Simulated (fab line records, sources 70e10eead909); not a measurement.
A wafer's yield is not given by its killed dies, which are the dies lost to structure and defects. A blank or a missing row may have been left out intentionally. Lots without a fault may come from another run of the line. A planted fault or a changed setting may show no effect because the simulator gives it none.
Chamber matching    flow nand-harc    NHARC_A_CHANNEL_FILL_D1_ETCHBACK_20 on rie-diel-03: 4 sister chambers
The step etches the open film in C4F8/O2/Ar, target depth 27 nm, time 13.5 s. 22 wafers are shown with their chamber, then 11 later ones without.

## WAFERS WITH THEIR CHAMBER
wafer   chamber  rf-vpp-V (V)  oes-product-au (a.u.)
L074.4  1        983           0.91
L074.5  2        973           0.92
L074.6  1        983           0.93
L077.1  3        984           0.99
L077.2  2        974           1.01
L077.3  0        971           1.02
L077.4  1        980           0.98
L077.5  3        986           1.00
L077.6  0        970           1.00
L078.4  1        982           0.99
L078.5  0        970           1.00
L078.6  1        980           0.98
L080.3  1        981           1.00
L080.5  2        974           1.01
L080.6  3        984           1.00
L082.4  3        984           0.98
L082.5  0        970           1.00
L082.6  3        984           0.99
L084.1  1        982           0.99
L084.2  0        971           1.01
L084.4  3        984           0.99
L088.1  2        974           1.02

SIGNATURES, as means of the wafers listed above
reading         chamber 0  chamber 1  chamber 2  chamber 3  scatter within a chamber
rf-vpp-V        970.40     981.57     973.75     984.33     0.913
oes-product-au  1.0060     0.9686     0.9900     0.9917     0.0282
Rule: for a wafer and a chamber, the distance is found by dividing, reading by reading, the gap between the wafer's reading and the chamber's mean by the reading's scatter, squaring, summing and taking the root. The wafer belongs to the nearest chamber; if the next one is less than 2 further off, it can't be placed. The scatter is the square root of a quotient: the sum, over the shown wafers, of each reading's squared deviation from its chamber's mean, divided by wafers minus chambers.

## WAFERS WHOSE CHAMBER IS MISSING
wafer   rf-vpp-V (V)  oes-product-au (a.u.)
L088.3  981           1.00
L088.6  983           1.00
L086.1  982           1.00
L086.3  972           1.02
L086.6  971           1.00
L094.1  973           0.93
L094.2  970           0.93
L094.4  982           0.91
L095.3  983           0.92
L095.4  975           0.93
L095.6  985           0.93

## WHICH CHAMBER EACH WENT THROUGH
wafer   from the rows above      in truth
L088.3  1                        1
L088.6  can't be placed: 3 or 1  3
L086.1  can't be placed: 1 or 3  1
L086.3  can't be placed: 0 or 2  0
L086.6  0                        0
L094.1  can't be placed: 2 or 0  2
L094.2  can't be placed: 0 or 2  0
L094.4  can't be placed: 1 or 3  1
L095.3  can't be placed: 1 or 3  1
L095.4  2                        2
L095.6  can't be placed: 3 or 1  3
Correctly placed: 3 of 11. Unplaceable from these rows: 8, with the true chamber sitting among the candidates in 8. Number placed wrongly: 0.
